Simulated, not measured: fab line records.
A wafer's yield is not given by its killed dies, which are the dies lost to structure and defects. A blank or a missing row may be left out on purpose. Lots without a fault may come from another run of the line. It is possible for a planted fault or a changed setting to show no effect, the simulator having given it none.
A lot that was struck, set against a sound lot | flow nand-harc | 18 steps out of a route of 1159
Sound: wafers L154.1, L154.3, L154.5. Struck: wafers L162.3, L162.5, L162.6. At the end, the cause is stated.
At each step with rows: each side's tool, then ch and its chambers, then its first start. Under that, the readings that differ: sound wafers | struck wafers | difference of the means | sigmas: that difference in standard deviations of wafers without a fault.
alike: readings with means less than 2 such deviations apart, plus words and numbers identical on both sides. not compared: withheld readings, readings lacking a value on some wafer, bounds such as >300 that could conceal the same value, and numbers that have no deviation in the record and whose values overlap.
Wherever a step has rows on one side only, a row that says differs or no value, or a row with sigmas, the two part there. Non-overlapping numbers with no deviation appear without sigmas and do not part them. A reading missing from all wafers of one side parts the sides only when that side holds two or more wafers.

NHARC_P_ZERO_WELL_CD_MEAS_37 targets a cd of 720 nm.
  sound on cd-sem-02 ch 0, day 2 16:01; struck on cd-sem-02 ch 0, day 4 16:08
  alike: cd-nm
then, 1 step without rows for these wafers: NHARC_P_ZERO_WELL_HARDBAKE_38 (time 80 s).
NHARC_P_ZERO_WELL_DESCUM_39: chemistry O2, time 3 s.
  sound on rie-diel-01 ch 1,2,3, day 2 16:11; struck on rie-diel-01 ch 2,3, day 4 16:18
  alike: drypump-motor-current-A, oes-product-au, rf-vpp-V, showerhead-plenum-p-Torr, throttle-valve-pct
  not compared: rf-hours-counter-h
then, 9 steps without rows for these wafers: NHARC_P_ZERO_WELL_IMPLANT_40; NHARC_P_ZERO_WELL_IMPLANT_59; NHARC_P_ZERO_WELL_IMPLANT_60; NHARC_P_ZERO_WELL_STRIP_41 (strips in SPM, time 840 s); NHARC_P_ZERO_WELL_DEHYDRATE_44 (time 120 s); NHARC_P_ZERO_WELL_HMDS_45 (time 30 s); NHARC_P_ZERO_WELL_COAT_46; NHARC_P_ZERO_WELL_SOFTBAKE_47 (time 95 s); NHARC_P_ZERO_WELL_EBR_48.
NHARC_P_ZERO_WELL_EXPOSE_49: exposes mask P HVPW, target cd 2000 nm.
  sound on krf-scanner-03 ch 0, day 2 17:30; struck on krf-scanner-03 ch 0, day 4 17:30
  reading | sound                      | struck                        | difference | sigmas
  mask    | P_HVPW#0 P_HVPW#0 P_HVPW#0 | P_NWELL#0 P_NWELL#0 P_NWELL#0 | differs    |
then, 2 steps without rows for these wafers: NHARC_P_ZERO_WELL_PEB_50 (peb time 85 s); NHARC_P_ZERO_WELL_DEVELOP_51 (time 70 s).
NHARC_P_ZERO_WELL_CD_MEAS_52 targets a cd of 2000 nm.
  sound on cd-sem-03 ch 0, day 2 17:40; struck on cd-sem-01 ch 0, day 4 17:40
  reading    | sound                | struck | difference                    | sigmas
  cd-nm (nm) | 2000.1 2001.2 1998.8 | - - -  | no value on the struck wafers |
then, 1 step without rows for these wafers: NHARC_P_ZERO_WELL_HARDBAKE_53 (time 80 s).
-- jump in the record: it breaks off in module P_ZERO_WELL and resumes in module END (first step shown: number 1159 of the route), and 18 days separate the struck wafers' starts before and after --
NHARC_END_SORT_01:
  sound on prober-01 ch 0, day 20 15:22; struck on prober-02 ch 0, day 22 15:03
  reading             | sound    | struck      | difference | sigmas
  killed-at-other     | 1 4 3    | 0 0 0       | -3         | -3
  killed-at-periphery | 2 3 3    | 648 658 645 | +648       | +99 or more
  killed-dies         | 27 32 27 | 677 677 677 | +648       | +65
  alike: killed-at-array, killed-open, killed-short

WHERE THEY PART
Last at NHARC_END_SORT_01 as far as this record goes, first at NHARC_P_ZERO_WELL_EXPOSE_49.

WHY: the cause the simulator had injected
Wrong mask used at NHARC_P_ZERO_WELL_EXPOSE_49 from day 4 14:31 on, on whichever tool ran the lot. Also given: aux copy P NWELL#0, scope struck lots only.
